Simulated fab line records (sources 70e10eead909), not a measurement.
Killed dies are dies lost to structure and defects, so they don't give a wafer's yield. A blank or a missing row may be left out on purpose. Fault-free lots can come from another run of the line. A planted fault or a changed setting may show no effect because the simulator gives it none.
Comparing a struck lot with a sound one || flow nand-harc || 14 out of 1302 route steps
Sound: the wafers L494.2, L494.3, L494.5. Wafers L492.1, L492.2, L492.3 were the ones struck. The cause is given at the end.
For every step that has rows: the tool of each side, followed by ch and its chambers, followed by its first start. Under that, the readings that differ: sound wafers || struck wafers || difference of the means || sigmas: that difference in standard deviations of wafers without a fault.
alike: a reading whose means differ by less than 2 such deviations, as well as words and numbers matching on both sides. not compared: withheld readings; readings where some wafer has no value; bounds like >300 that might hide an equal value; numbers whose values overlap and for which the record gives no deviation.
A row with sigmas, a row that says differs or no value, or rows on one side alone: a step with any of these is where the two part. Numbers that don't overlap but have no deviation are shown without sigmas and don't part them. Lack of a reading on every wafer of one side parts them only where that side has two or more wafers.

first, 1 step without rows for these wafers: NHARC_A_ONON_D1_DEP_19 (target thk 1000 nm).
NHARC_A_ONON_D1_THK_MEAS_21: measures by ellipsometry.
  sound: film-metro-01 at day 10 11:10; struck: film-metro-01 at day 9 15:58
  alike: thk-nm
then, 1 step without rows for these wafers: NHARC_A_ONON_D1_DEP_22 (target thk 1000 nm).
NHARC_A_ONON_D1_THK_MEAS_24: measures by ellipsometry.
  sound: film-metro-01 at day 10 11:44; struck: film-metro-02 at day 9 16:33
  alike: thk-nm
then, 1 step without rows for these wafers: NHARC_A_ONON_D1_DEP_25 (target thk 1000 nm).
NHARC_A_ONON_D1_THK_MEAS_27: measures by ellipsometry.
  sound: film-metro-02 at day 10 12:18; struck: film-metro-02 at day 9 17:07
  alike: thk-nm
then, 1 step without rows for these wafers: NHARC_A_ONON_D1_DEP_28 (target thk 1000 nm).
NHARC_A_ONON_D1_THK_MEAS_30: measures by ellipsometry.
  sound: film-metro-01 at day 10 12:52; struck: film-metro-01 at day 9 17:41
  alike: thk-nm
NHARC_A_ONON_D1_DEP_33: deposits SiO2, target thk 200 nm.
  sound on pecvd-01 ch 0,1,2, day 10 12:55; struck on pecvd-03 ch 0,1,2, day 9 17:45
  alike: heater-power-w, susceptor-temp-C, throttle-valve-pct
NHARC_A_ONON_D1_THK_MEAS_34: measures by ellipsometry.
  sound: film-metro-01 at day 10 13:20; struck: film-metro-01 at day 9 18:10
  alike: thk-nm
NHARC_A_ONON_D1_INSPECT_32:
  sound: defect-inspect-01 at day 10 13:24; struck: defect-inspect-02 at day 9 18:13
  alike: raw-defect-count
NHARC_A_CHANNEL_HOLE_D1_DEP_00: deposits aC, target thk 3100 nm.
  sound on acl-dep-02 ch 0, day 10 15:36; struck on acl-dep-01 ch 0, day 9 20:25
{"reading": "susceptor-temp-C (C)", "sound": "- - -", "struck": "400.28 400.02 400.01", "difference": "no value on the sound wafers", "sigmas": ""}
  alike: throttle-valve-pct
NHARC_A_CHANNEL_HOLE_D1_DEP_01: deposits SiON, target thk 140 nm.
  sound on pecvd-04 ch 0,1,2, day 10 17:11; struck on pecvd-02 ch 0,1,2, day 9 22:20
  alike: heater-power-w, susceptor-temp-C
-- jump in the record: it breaks off in module A_CHANNEL_HOLE_D1 and resumes in module END (first step shown: number 1302 of the route), and 15 days separate the struck wafers' starts before and after --
NHARC_END_SORT_01:
  here the record holds rows for the struck wafers (prober-01 ch 0, day 25 04:08) but none for the sound ones

WHERE THEY PART
Earliest at NHARC_A_CHANNEL_HOLE_D1_DEP_00; latest, in this record, at NHARC_END_SORT_01.

WHY: whatever the simulator had introduced
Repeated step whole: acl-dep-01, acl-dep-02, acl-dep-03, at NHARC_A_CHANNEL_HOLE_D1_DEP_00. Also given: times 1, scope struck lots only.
